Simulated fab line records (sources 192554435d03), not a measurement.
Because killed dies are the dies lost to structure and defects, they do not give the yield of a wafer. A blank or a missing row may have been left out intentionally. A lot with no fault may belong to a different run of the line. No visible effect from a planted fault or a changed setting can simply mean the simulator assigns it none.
Chamber matching || flow n5_finfet || N5_HKMG_FIN_ALD_21 on ald_metal-01: 4 sister chambers
The step deposits TiN, target thk 1.5 nm, pulse time 1 s, purge time 3 s. 4 wafers are shown with their chamber, then 8 later ones without.

== WAFERS, EACH WITH ITS CHAMBER ==
{"wafer": "L079.2", "chamber": 0, "heater_power_w (W)": 893}
{"wafer": "L085.4", "chamber": 3, "heater_power_w (W)": 804}
{"wafer": "L085.5", "chamber": 1, "heater_power_w (W)": 901}
{"wafer": "L087.1", "chamber": 2, "heater_power_w (W)": 991}

== WAFERS MISSING THEIR CHAMBER ==
{"wafer": "L087.3", "heater_power_w (W)": 915}
{"wafer": "L087.5", "heater_power_w (W)": 914}
{"wafer": "L094.2", "heater_power_w (W)": 1005}
{"wafer": "L094.3", "heater_power_w (W)": 905}
{"wafer": "L094.4", "heater_power_w (W)": 811}
{"wafer": "L095.1", "heater_power_w (W)": 926}
{"wafer": "L095.4", "heater_power_w (W)": 998}
{"wafer": "L095.5", "heater_power_w (W)": 819}

== WHICH CHAMBER EACH ONE RAN IN ==
{"wafer": "L087.3", "from the rows above": "can't be placed: 1 or 0", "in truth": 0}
{"wafer": "L087.5", "from the rows above": "can't be placed: 1 or 0", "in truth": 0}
{"wafer": "L094.2", "from the rows above": 2, "in truth": 2}
{"wafer": "L094.3", "from the rows above": "can't be placed: 1 or 0", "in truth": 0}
{"wafer": "L094.4", "from the rows above": 3, "in truth": 3}
{"wafer": "L095.1", "from the rows above": "can't be placed: 1 or 0", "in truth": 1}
{"wafer": "L095.4", "from the rows above": 2, "in truth": 2}
{"wafer": "L095.5", "from the rows above": 3, "in truth": 3}
4 of 8 placed correctly. Can't be placed from these rows: 4 (the true chamber is among the candidates in 4). Placed wrongly: 0.
How it was worked out, from the rows above alone: a wafer's distance from a chamber is the root of the sum, over the readings, of the square of ((its reading less the chamber's mean) divided by the reading's scatter). The wafer belongs to the nearest chamber; if the next one is less than 2 further off, it can't be placed. The mean given for a chamber averages the wafers shown for that chamber. The scatter (one wafer shown for each chamber): square how far every hidden wafer sits from the nearest shown wafer, average those squares and take the square root.
